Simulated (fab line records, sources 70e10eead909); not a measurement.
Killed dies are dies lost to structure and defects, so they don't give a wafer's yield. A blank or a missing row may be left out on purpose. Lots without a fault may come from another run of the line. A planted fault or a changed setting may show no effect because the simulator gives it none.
A struck lot beside a sound one | flow nand_harc | 44 steps out of a route of 1302
Sound: wafers L224.1, L224.2, L224.5. Struck: wafers L241.1, L241.2, L241.6. The cause comes at the end.
At each step with rows: each side's tool, then ch and its chambers, then its first start. Under that, the readings that differ: sound wafers | struck wafers | difference of the means | sigmas: that difference in standard deviations of wafers without a fault.
alike: readings whose means differ by less than 2 such deviations, and words and numbers that are the same on both sides. not compared: withheld readings, readings that some wafer has no value for, bounds like >300 that may hide the same value, and numbers for which the record gives no deviation and whose values overlap.
The two part at a step that has a row with sigmas, a row that says differs or no value, or rows on one side only. Numbers that don't overlap but have no deviation are shown without sigmas and don't part them. A reading that every wafer of one side lacks parts them only if that side has two wafers or more.

first, 8 steps without rows for these wafers: NHARC_P_GATE_DEHYDRATE_03 (time 120 s); NHARC_P_GATE_HMDS_04 (time 30 s); NHARC_P_GATE_COAT_05; NHARC_P_GATE_SOFTBAKE_06 (time 95 s); NHARC_P_GATE_EBR_07; NHARC_P_GATE_EXPOSE_08 (exposes mask P HV); NHARC_P_GATE_PEB_09 (peb time 85 s); NHARC_P_GATE_DEVELOP_10 (time 70 s).
NHARC_P_GATE_CD_MEAS_11: target cd 1640 nm.
  sound on cd_sem-02 ch 0, day 6 23:04; struck on cd_sem-02 ch 0, day 13 22:02
  alike: cd_nm
then, 1 step without rows for these wafers: NHARC_P_GATE_HARDBAKE_12 (time 80 s).
NHARC_P_GATE_DESCUM_13: chemistry O2, time 3 s.
  sound on rie_diel-03 ch 2,3, day 6 23:13; struck on rie_diel-10 ch 0,1,3, day 13 22:14
  alike: drypump_motor_current_A, oes_product_au, rf_vpp_V, showerhead_plenum_p_Torr, throttle_valve_pct
  not compared: rf_hours_counter_h
then, 1 step without rows for these wafers: NHARC_P_GATE_ETCH_14 (etches SiO2 in dHF, target depth 48.8 nm).
NHARC_P_GATE_STRIP_15: strips in SPM, time 780 s.
  sound on wet_bench-09 ch 0,1,2, day 6 23:24; struck on wet_bench-09 ch 1,2,3, day 13 22:24
then, 4 steps without rows for these wafers: NHARC_P_GATE_PRECLEAN_71 (cleans in SC1); NHARC_P_GATE_SRD_72; NHARC_P_GATE_OXIDE_16 (material SiO2, target thk 3 nm, ox time 392 s); NHARC_P_GATE_CVD_17 (deposits poly-Si, target thk 150 nm, time 900 s).
NHARC_P_GATE_HM_DEP_102: deposits aC, target thk 120 nm.
  sound on acl_dep-02 ch 0, day 7 11:28; struck on acl_dep-03 ch 0, day 14 19:18
  alike: throttle_valve_pct
then, 9 steps without rows for these wafers: NHARC_P_GATE_DEP_103 (deposits SiON, target thk 30 nm); NHARC_P_GATE_DEHYDRATE_18 (time 120 s); NHARC_P_GATE_HMDS_19 (time 30 s); NHARC_P_GATE_COAT_20 (resist thk 90 nm); NHARC_P_GATE_SOFTBAKE_21 (time 55 s); NHARC_P_GATE_EBR_22; NHARC_P_GATE_EXPOSE_23 (exposes mask P GATE, target cd 120 nm); NHARC_P_GATE_PEB_24 (peb time 65 s); NHARC_P_GATE_DEVELOP_25 (develop time 35 s).
NHARC_P_GATE_CD_MEAS_26: target cd 120 nm.
  sound on cd_sem-03 ch 0, day 7 12:40; struck on cd_sem-01 ch 0, day 14 20:40
  alike: cd_nm
NHARC_P_GATE_OVL_MEAS_27:
  sound on overlay-02, day 7 12:46; struck on overlay-02, day 14 20:45
  reading           | sound       | struck         | difference | sigmas
  overlay_x_nm (nm) | 1.1 0.9 0.1 | -1.4 -1.4 -2.2 | -2.4       | -3
  alike: overlay_y_nm
NHARC_P_GATE_INSPECT_28:
  sound on defect_inspect-02, day 7 12:49; struck on defect_inspect-01, day 14 20:47
  reading          | sound | struck      | difference | sigmas
  raw_defect_count | 7 7 4 | 252 253 247 | +245       | +87
NHARC_P_GATE_DESCUM_31: chemistry O2, time 3 s.
  sound on rie_diel-03 ch 0,1,3, day 7 12:53; struck on rie_diel-10 ch 1,2,3, day 14 20:52
  reading      | sound          | struck         | difference | sigmas
  rf_vpp_V (V) | 56.0 58.1 56.0 | 58.9 57.6 59.4 | +1.9       | +2
  alike: drypump_motor_current_A, oes_product_au, showerhead_plenum_p_Torr, throttle_valve_pct
  not compared: rf_hours_counter_h
NHARC_P_GATE_ETCH_104: etches the open film in CF4/CHF3, target depth 60 nm.
  sound on rie_diel-03 ch 0,2,3, day 7 12:58; struck on rie_diel-10 ch 1,2,3, day 14 20:56
  alike: drypump_motor_current_A, oes_product_au, rf_vpp_V, showerhead_plenum_p_Torr, throttle_valve_pct
then, 4 steps without rows for these wafers: NHARC_P_GATE_HM_OPEN_105 (chemistry O2/COS, target depth 360 nm); NHARC_P_GATE_STRIP_106 (strips in O2/COS); NHARC_P_GATE_ETCH_114 (etches the open film in CF4/O2, target depth 30 nm, overetch 3 nm, time 16.5 s); NHARC_P_GATE_ETCH_32 (etches the open film in HBr/Cl2, target depth 150 nm, time 100.1 s).
NHARC_P_GATE_STRIP_108: strips in O2.
  sound on rie_diel-03 ch 1,2,3, day 7 13:34; struck on rie_diel-03 ch 0,1,3, day 14 21:30
  alike: drypump_motor_current_A, oes_product_au, rf_vpp_V, showerhead_plenum_p_Torr, throttle_valve_pct
  not compared: rf_hours_counter_h
NHARC_P_GATE_CD_MEAS_33:
  sound on cd_sem-01, day 7 13:42; struck on cd_sem-02, day 14 21:38
  alike: cd_nm
then, 4 steps without rows for these wafers: NHARC_P_GATE_STRIP_35 (strips in SPM, time 600 s); NHARC_P_GATE_PRECLEAN_73 (cleans in SC1); NHARC_P_GATE_SRD_74; NHARC_P_GATE_ALD_36 (deposits SiNx, target thk 20 nm, pulse time 60 s, ald cycles 223).
NHARC_P_GATE_INSPECT_68:
  sound on defect_inspect-02, day 8 07:08; struck on defect_inspect-01, day 15 15:11
  reading          | sound       | struck      | difference | sigmas
  raw_defect_count | 213 173 154 | 463 503 388 | +271       | +4
-- the record jumps here: 19 days lie between the struck wafers' starts before and after (it left off in module P_GATE and takes up again in module END, whose first step shown is number 1302 of the route) --
NHARC_END_SORT_01:
  the record has rows for the struck wafers here (prober-01 ch 0, day 34 10:54) and none for the sound ones

WHERE THEY PART
First at NHARC_P_GATE_OVL_MEAS_27; last, within this record, at NHARC_END_SORT_01.

WHY: what the simulator had put in
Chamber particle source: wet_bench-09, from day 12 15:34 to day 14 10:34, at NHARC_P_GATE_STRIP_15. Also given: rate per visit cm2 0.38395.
